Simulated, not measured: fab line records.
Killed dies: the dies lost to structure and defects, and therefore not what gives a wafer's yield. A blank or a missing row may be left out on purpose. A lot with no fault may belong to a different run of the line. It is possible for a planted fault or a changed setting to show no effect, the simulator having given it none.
Split-lot trial ; flow n5 finfet ; on a route of 1938 steps: 7 lots, 21 wafers read

THE SPLIT
At N5_HKMG_FIN_ETCH_58 (etches SOC in N2/H2, target depth 215.8 nm, time 741 s), the setting bias w was moved away from the recipe's 13 W on 7 of the 21 wafers read, by +8.6% to +14.0%. This setting was run at the recipe's value on the other wafers.

The reading is taken at the split's own step.

THE READING
rf vpp V, in V, at N5_HKMG_FIN_ETCH_58 (etches SOC in N2/H2, target depth 215.8 nm, time 741 s). Fault-free wafers of this fab line usually give 99.3 V, standard deviation 0.91 V.

wafer;tool, chamber at the split;bias w as run, W;against the recipe;rf vpp V, V;against lot-mates on the recipe
L075.2;rie diel-06, 0;13;recipe;98.5;-
L075.4;rie diel-06, 2;14.12;+8.6%;103.7;+5.2
L075.6;rie diel-06, 0;14.12;+8.6%;104.3;+5.8
L085.2;rie diel-06, 0;13;recipe;97.9;-
L085.3;rie diel-06, 2;13;recipe;98.4;-
L085.5;rie diel-06, 3;13;recipe;101.3;-
L087.1;rie diel-01, 0;14.82;+14.0%;109.3;+9.4
L087.2;rie diel-01, 3;13;recipe;99.9;-
L087.3;rie diel-01, 2;14.82;+14.0%;110.0;+10.1
L092.2;rie diel-06, 2;14.12;+8.6%;104.4;+5.1
L092.5;rie diel-06, 0;14.12;+8.6%;104.0;+4.7
L092.6;rie diel-06, 3;13;recipe;99.3;-
L093.1;rie diel-01, 2;14.54;+11.8%;107.7;+8.4
L093.4;rie diel-01, 3;13;recipe;99.6;-
L093.6;rie diel-01, 2;13;recipe;99.0;-
L094.2;rie diel-01, 0;13;recipe;99.8;-
L094.4;rie diel-01, 1;13;recipe;97.6;-
L094.6;rie diel-01, 1;13;recipe;98.9;-
L097.1;rie diel-01, 0;13;recipe;98.7;-
L097.2;rie diel-01, 1;13;recipe;98.2;-
L097.4;rie diel-01, 2;13;recipe;100.7;-

THE FIT
A straight line over all 21 wafers: rf vpp V changes by +0.693 V for each +1% of bias w; r = +0.96; the points scatter about the line by 1 V.
The same after taking each lot's own level away (the mean of its wafers on the recipe; 21 wafers): +0.67 V for each +1%; r = +0.97; scatter 0.9 V.
According to that fit, moving bias w by its largest amount changes the reading by 9.4 V.
Across the lots, their own levels run from 98.50 to 99.90 V, a range of 1.5 times the standard deviation given above.
The two slopes agree, so the slope changes little with the lot-to-lot level.
Check: for one of the wafers moved furthest among these (+14.0%), held out of the fit, the line's prediction against its lot-mates is +9.3 V. It came out at +9.4 V against them.
Tool readings at the split's step, against how far the setting was moved: rf vpp V r = +0.96.

THESE WAFERS: OTHER SPLITS
Other splits were also applied to these wafers ahead of the reading. Each is held against what the fit with the lots' levels taken away leaves over:
other split on the same wafers;wafers away from the commonest value;r with rf vpp V (lot level and that fit taken away)
N5_ZERO_LAYER_PECVD_02 time s;5;-0.15
N5_FIN_SAQP_COAT_10 spin rpm;7;+0.08
N5_DUMMY_GATE_CVD_03 temp c;12;-0.22
N5_DUMMY_GATE_COAT_28 spin rpm;5;+0.01
N5_SD_EPI_N_PEB_07 peb time s;9;+0.23
N5_SDB_COAT_03 spin rpm;7;+0.05

THE FILE'S OWN FIT
rf vpp V changes by +0.67 V for each +1% of bias w, r = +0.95.
